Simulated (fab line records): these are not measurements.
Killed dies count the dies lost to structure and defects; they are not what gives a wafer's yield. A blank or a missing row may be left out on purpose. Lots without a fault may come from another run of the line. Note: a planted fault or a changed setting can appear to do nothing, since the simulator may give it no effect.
fab line records | flow n5_finfet
record lots=4 | wafers=12 | last_day=16
route steps=1938 shown BEOL_M6@1241 BEOL_M7@1263 PASSIVATION@1936
lots that met no fault: taken from a fault-free run of the same line
start_h: hours from the record's opening day to when the first of the lot's shown wafers began | wait_h: hours from the lot's prior step to this one | " same as the row above | L1.1+2: a single row standing in for several wafers | - no value present, or no start provided | * or withheld: withheld | < > ~ a bound
route shown NAME@n: names a module that has steps shown in the file, with the first one's number in the route | usual: the fault-free wafers' mean and standard deviation | same: alike in all rows | chamber/n: place in a boat | sites: the reading at each site | _std_site: standard deviation across them | _edge_site: inner sites' mean taken away from outer sites' mean | radius_mm: for every site, how far away it sits from the centre of the wafer | mask NAME#n: copy n | behind: the last tool/chamber to shape the wafer | hold: cause of the lot's hold/its duration in hours/its outcome | device: transistor that didn't switch, given as n, p or np | end of line: the route-end tests of the same wafers | where a step has no rows: the recipe by itself | killed: count of dies lost to structure and defects at first sort (not the wafer's yield) | map: shows each die of a wafer: x if killed, . if not, _ if none is there
set.NAME: the run value of the setting; set.NAME@STEP: its run value at that earlier step | model.NAME: the simulator's own value behind a step, which no gauge read
a table for each step, a row for each wafer; lots at some steps of the route
services: from which hour (start_h, from the record's first day; less than 0 if before it) a tool's chamber was out of use, for how many hours, and why
## steps
# step N5_BEOL_M6_STRIP_80
# recipe chemistry=N2/H2 | time_s=10 | power_w=450 | temp_c=40 | pressure_mtorr=20 | rf_frequency_hz=6e+07 | bias_power_w=7 | n2_flow_sccm=200 | h2_flow_sccm=200
# step N5_BEOL_M6_HM_STRIP_39
# recipe chemistry=peroxide_tin_strip | material=TiN | target_depth_a=250 | temp_c=50 | time_s=158
# step N5_BEOL_M6_SRD_40
# recipe time_s=30 | temp_c=23 | rinse_liquid=diw | dry=ipa_marangoni
# step N5_BEOL_M6_PRECLEAN_42
# recipe chemistry=residue_remover | time_s=60 | temp_c=40
# step N5_BEOL_M6_SRD_43
# recipe time_s=30 | temp_c=23 | rinse_liquid=diw | dry=ipa_marangoni
# step N5_BEOL_M6_CURE_75
# recipe temp_c=370 | time_s=120 | ambient=DMADMS/He | material=SiCOH_lowk
# step N5_BEOL_M6_DEGAS_44
# recipe ambient=vacuum | temp_c=250 | time_s=60
# step N5_BEOL_M6_PRE_CLEAN_45
# recipe gas=H2/He | time_s=30 | temp_c=250
# step N5_BEOL_M6_ALD_77
# recipe material=TaN | target_thk_a=20 | temp_c=275 | ald_precursor_family=PDMAT | ald_co_reactant=NH3 | pressure_torr=3 | carrier_flow_sccm=1500 | pulse_time_s=2 | purge_time_s=3 | co_reactant_purge_time_s=2 | co_reactant_pulse_time_s=3 | ald_cycles=40 | precursor_vessel_temp_c=75 | precursor_vessel_pressure_torr=26.25 | precursor_vessel_carrier_sccm=1000
# step N5_BEOL_M6_SURFACE_TREAT_79
# recipe gas=Ar | time_s=* | ion_energy_ev=* | ion_current_ma_cm2=0.5 | pressure_mtorr=* | ar_flow_sccm=30
# step N5_BEOL_M6_CVD_78
# recipe material=Co | target_thk_a=20 | temp_c=withheld | precursor=CCTBA/H2 | pressure_torr=30 | time_s=142.3
lot.wafer  | tool      | chamber | start_h | wait_h
L972.4+5+6 | cvd_co-02 | 1,0,2   | 209.59  | 0.1
L974.3+4+6 | cvd_co-01 | 0,0,2   | 229.56  | 0.1
L983.1+2+5 | cvd_co-01 | 0,2,2   | 290.45  | 0.0
L984.2+3+4 | cvd_co-01 | 0,2,2   | 298.17  | 0.1
# step N5_BEOL_M6_SPUTTER_48
# recipe material=Cu | target_thk_a=100 | temp_c=-20 | bias_v=60 | power_w=26000 | chamber_pressure_pa=0.13 | time_s=1.667
# step N5_BEOL_M6_ECD_50
# recipe material=Cu | target_thk_a=3000
# step N5_BEOL_M6_ANNEAL_51
# recipe temp_c=225 | time_s=90 | ambient=N2
# step N5_BEOL_M6_CMP_52
# recipe stop_on=SiCOH_lowk | t_overpolish_s=6.9 | down_force_psi=1 | platen_rpm=50 | clearing_platen_down_force_psi=1.5 | clearing_platen_rpm=50 | post_cmp_clean=cu_alkaline | target_thk_nm=80 | clearing_platen_pad_velocity_m_s=0.99484 | pad_velocity_m_s=0.99484
# step N5_BEOL_M6_PRE_CLEAN_55
# recipe gas=NH3 | time_s=15 | temp_c=withheld | rf_power_w=300
# step N5_BEOL_M6_DEP_56
# recipe material=SiCN | target_thk_a=100 | temp_c=withheld | precursor=3MS/NH3 | pressure_torr=3 | rf_w=202 | time_s=17.5
# step N5_BEOL_M7_ILD_DEP_00
# recipe material=SiCOH_lowk | target_thk_a=1797.5 | temp_c=300 | precursor=DEMS/porogen | pressure_torr=5 | rf_w=500 | time_s=33.4
# step N5_BEOL_M7_CURE_74
# recipe temp_c=385 | time_s=240 | ambient=He/Ar | material=SiCOH_lowk
# step N5_BEOL_M7_PECVD_70
# recipe material=SiO2 | target_thk_a=200 | temp_c=400 | precursor=TEOS/O2 | pressure_torr=5.5 | rf_w=450 | teos_flow_sccm=53.8 | gas=O2 | flow_sccm=3000 | time_s=22.7
# step N5_BEOL_M7_HM_DEP_02
# recipe material=TiN | target_thk_a=200 | temp_c=25 | chamber_pressure_pa=0.49996
# step N5_BEOL_M7_COAT_59
# recipe resist=SOC | temp_c=250 | time_s=60 | spin_rpm=1500 | resist_thk_nm=100
# step N5_BEOL_M7_COAT_60
# recipe resist=SiARC | temp_c=220 | time_s=60 | spin_rpm=1500 | resist_thk_nm=35
# step N5_BEOL_M7_COAT_05
# recipe resist=CAR-ArF | spin_rpm=1500 | resist_thk_nm=90
# step N5_BEOL_M7_EBR_07
# recipe solvent=PGMEA | ebr_width_mm=1.5
# step N5_BEOL_M7_SOFTBAKE_06
# recipe temp_c=110 | time_s=60 | resist=CAR-ArF
# step N5_BEOL_M7_EXPOSE_08
# recipe mask_id=M7 | na=1.35 | source_shape=dipole | sigma_inner=0.817 | sigma_outer=0.97 | polarization=te | dose_mj=68.25
# step N5_BEOL_M7_PEB_09
# recipe peb_temp_c=withheld | peb_time_s=60 | resist=CAR-ArF
# step N5_BEOL_M7_DEVELOP_10
# recipe develop_time_s=30 | developer=TMAH | resist=CAR-ArF | rinse_liquid=diw | dry=air_spin | dev_temp_c=23
# step N5_BEOL_M7_DESCUM_16
# recipe chemistry=O2 | time_s=7.9 | source_power_w=50 | bias_power_w=20 | pressure_mtorr=20 | rf_frequency_hz=2.712e+07 | temp_c=40 | resist=CAR-ArF | o2_flow_sccm=225
# step N5_BEOL_M7_ETCH_61
# recipe chemistry=CF4 | target=SiARC | target_depth_a=455 | mask_material=CAR-ArF | time_s=75.8 | ion_energy_ev=80 | pressure_mtorr=40 | source_w=545 | bias_w=36 | Ar_flow_sccm=100 | cf4_flow_sccm=100 | ends=cleared
# step N5_BEOL_M7_ETCH_62
# recipe chemistry=N2/H2 | target=SOC | target_depth_a=1100 | overetch_a=220 | mask_material=SiARC | temp_c=40 | time_s=165 | ion_energy_ev=200 | pressure_mtorr=30 | source_w=840 | bias_w=150 | n2_flow_sccm=200 | h2_flow_sccm=200
# step N5_BEOL_M7_STRIP_68
# recipe chemistry=N2/H2 | temp_c=40 | n2_flow_sccm=200 | h2_flow_sccm=200 | rf_frequency_hz=6e+07
# step N5_PASSIVATION_PROBE_49
# usual defect_limited_yield=91.1/1.5 | killed_at_M0_to_M3=37/11 | killed_at_M4_up=13/5.6 | killed_at_contacts=12/5.6 | killed_at_front_end=39/11 | killed_at_other=4/3.1 | killed_dies=105/18 | killed_on_rim=14/3.8 | killed_open=69/13 | killed_short=35/7.4 | sort_bin_5_function=5.1/0.92 | sort_bin_6_memory=3.4/0.76 | sort_n_pass=1075/18 | sort_yield_pct=91.1/1.5
# same gross_dies=1180 | killed_at_back_side=0 | sort_bin_4_leakage[%]=0 | sort_bin_8_speed[%]=0
lot.wafer | tool      | chamber | start_h | wait_h | defect_limited_yield[%] | killed_at_M0_to_M3 | killed_at_M4_up | killed_at_contacts | killed_at_front_end | killed_at_other | killed_dies | killed_on_rim | killed_open | killed_short | sort_bin_5_function[%] | sort_bin_6_memory[%] | sort_n_pass | sort_yield_pct[%]
L983.1    | prober-02 | -       | 390.19  | 0.0    | 87.2                    | 29                 | 69              | 13                 | 37                  | 3               | 151         | 23            | 55          | 26           | 7.6                    | 3.2                  | 1029        | 87.2
L983.2    | prober-02 | -       | 390.24  | 0.1    | 84.7                    | 34                 | 115             | 6                  | 23                  | 2               | 180         | 27            | 58          | 25           | 10.3                   | 3.2                  | 1000        | 84.7
L983.5    | prober-02 | -       | 390.39  | 0.2    | 83.8                    | 35                 | 99              | 15                 | 41                  | 1               | 191         | 25            | 65          | 33           | 10.3                   | 3.6                  | 989         | 83.8
L984.2    | prober-02 | -       | 395.22  | 0.1    | 88.3                    | 24                 | 68              | 6                  | 36                  | 4               | 138         | 25            | 51          | 27           | 8.1                    | 2.5                  | 1042        | 88.3
L984.3    | prober-02 | -       | 395.27  | 0.1    | 85.6                    | 16                 | 106             | 12                 | 32                  | 4               | 170         | 29            | 47          | 25           | 10.6                   | 2.7                  | 1010        | 85.6
L984.4    | prober-02 | -       | 395.32  | 0.2    | 83.6                    | 18                 | 102             | 17                 | 54                  | 2               | 193         | 28            | 66          | 33           | 10.8                   | 3.2                  | 987         | 83.6
# killed by level:class
L983.1 BEOL_M6:unspecified=62 MOL_CONTACT_COAG:geometric_particle:open=9 HKMG_FIN:area_etch=8 FIN_SAQP:geometric_particle:open=7 STI_FIN_REVEAL:geometric_particle:open=7 BEOL_M0_SAQP:geometric_particle:open=6 BEOL_M0_SAQP:geometric_particle:short=5 BEOL_M2:geometric_particle:open=5
L983.2 BEOL_M6:unspecified=94 BEOL_M0_SAQP:geometric_particle:short=9 BEOL_M4:geometric_particle:open=8 BEOL_M0_SAQP:geometric_particle:open=6 BEOL_M3:geometric_particle:open=6 MOL_CONTACT_COAG:geometric_particle:open=5 BEOL_M5:geometric_particle:open=5 STARTING-WAFER:geometric_particle:open=5
L983.5 BEOL_M6:unspecified=90 MOL_CONTACT_COAG:geometric_particle:open=11 BEOL_M2:geometric_particle:open=10 STI_FIN_REVEAL:geometric_particle:open=9 BEOL_M3:geometric_particle:open=7 FIN_SAQP:geometric_particle:open=6 FIN_SAQP:geometric_particle:short=5 BEOL_M0_SAQP:geometric_particle:short=5
L984.2 BEOL_M6:unspecified=58 FIN_SAQP:geometric_particle:open=7 FIN_SAQP:geometric_particle:short=7 STI_FIN_REVEAL:geometric_particle:open=7 BEOL_M0_SAQP:geometric_particle:short=5 BEOL_M3:geometric_particle:open=5 GATE_CUT:geometric_particle:short=4 DUMMY_GATE:geometric_particle:open=4
L984.3 BEOL_M6:unspecified=97 MOL_CONTACT_COAG:geometric_particle:open=11 GATE_CUT:geometric_particle:short=7 FIN_SAQP:geometric_particle:open=6 DUMMY_GATE:geometric_particle:open=5 FIN_SAQP:geometric_particle:short=4 BEOL_M0_SAQP:geometric_particle:open=4 BEOL_M0:geometric_particle:open=4
L984.4 BEOL_M6:unspecified=94 MOL_CONTACT_COAG:geometric_particle:open=16 FIN_SAQP:geometric_particle:short=14 DUMMY_GATE:geometric_particle:open=13 FIN_SAQP:geometric_particle:open=7 BEOL_M0_SAQP:geometric_particle:short=7 STI_FIN_REVEAL:geometric_particle:open=5 GATE_CUT:geometric_particle:open=5
# map L983.5 (x killed, . not)
_________________..x.........________________
______________.................._____________
___________...........x............__________
__________....x...........x........._________
________..x............x.............._______
_______..x..xx..............x.x.x..x...______
______x.x...................xx.........._____
_____.x......xx..x...........xx..........____
____..........x.x...............x.......x.___
___...........x.xx......x..............x...__
___...................x....................__
__...x.................x..x................x_
__.......x..x.....x..........x........x....._
_..........x....x.....................x......
_.....x.......................x.....x......x.
_.....x...x...x.....x............xx.......x..
_x............xx..................x.......xx.
_................x.............x.x...........
_......................x................x....
_.............xx.x.............x..x..x....x..
_......................x.....................
__x.................x......................._
__....x........................x............_
___......................x........x........__
___..........x...x...x....xxx.xxx.xx...x...__
____............x.........xx.xxx......x...___
_____....................xxxxxxxxxxx..x..____
______..................xxxxxxxxxxxxxx.._____
_______.....x...........xxxxxxxxxxx.x..______
________.....x.......x.x.xxxxxxxxxxx.._______
__________..............xxxxxxxxxxxx_________
___________..x.x..x..x..xxxxxxxxxxx__________
______________..x.......x..xxxxx_____________
_________________.......xxxx.________________
# map L984.4 (x killed, . not)
_________________..x.........________________
______________.................._____________
___________.x....xx.......x........__________
__________.....x...................._________
________..x........x.......x...x..x..._______
_______..............x..............x..______
______.......x..............x.........x._____
_____.......x............................____
____........x..........x.x.....x.......x..___
___.x...x..................................__
___......xx................................__
__............x..................x.........._
__x.....x...........x................x......_
_......x...xx....x....................x......
_.........................................x..
_x...x.......x.....x..........x..x...........
_.............x.....x..........x.............
_.............x..........x.......x.x.........
_.........x..x.....x.........................
_.x.......xxx............x...................
_x.x...........................x..........x..
__......x...x.....x..........x.....x......x._
__...........x.....x......x.x........x......_
___.....x...................x....x......x..__
___....x.........x......x.....xx.x.........__
____x......x.......x..x...xxxxxxx..x...x..___
_____..................xx.xxxxxxxxx.x....____
______..x..............xxxxxxxxxxxxx.x.._____
_______..xx............x.xxxxxxxxxxxxxx______
________......x.....x..xxxxxxxxxxxxxx._______
__________..............x.xxxxxxxxxx_________
___________........x....xxxxxxxxxxx__________
______________x.........xxxxxxxx_____________
_________________.......x.xxx________________
## services
tool      | chamber | start_h | hours | kind
cvd_co-01 | 0       | 244.46  | 12.5  | repair
cvd_co-02 | -       | 244.92  | 1.4   | repair
## key
first_sign step=N5_PASSIVATION_PROBE_49 | reading=killed_at_M4_up | direction=up | sigmas=14 | usual=13 | struck=93
effect step=N5_PASSIVATION_PROBE_49 | reading=defect_limited_yield | direction=down | sigmas=3.7 | usual=91.1 | struck=85.6
more_kills_born_at N5_BEOL_M6_CVD_78@cvd_co-01=495
met_at N5_BEOL_M6_CVD_78
struck_wafers L983.1,L983.2,L983.5,L984.2,L984.3,L984.4
onset_between 229.56 290.45
also_fits time
fault kind=chamber_particle_source | tool=cvd_co-01 | chamber=- | onset_h=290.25 | steps=N5_BEOL_M6_CVD_78 | rate_per_visit_cm2=0.55032 | end_h=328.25
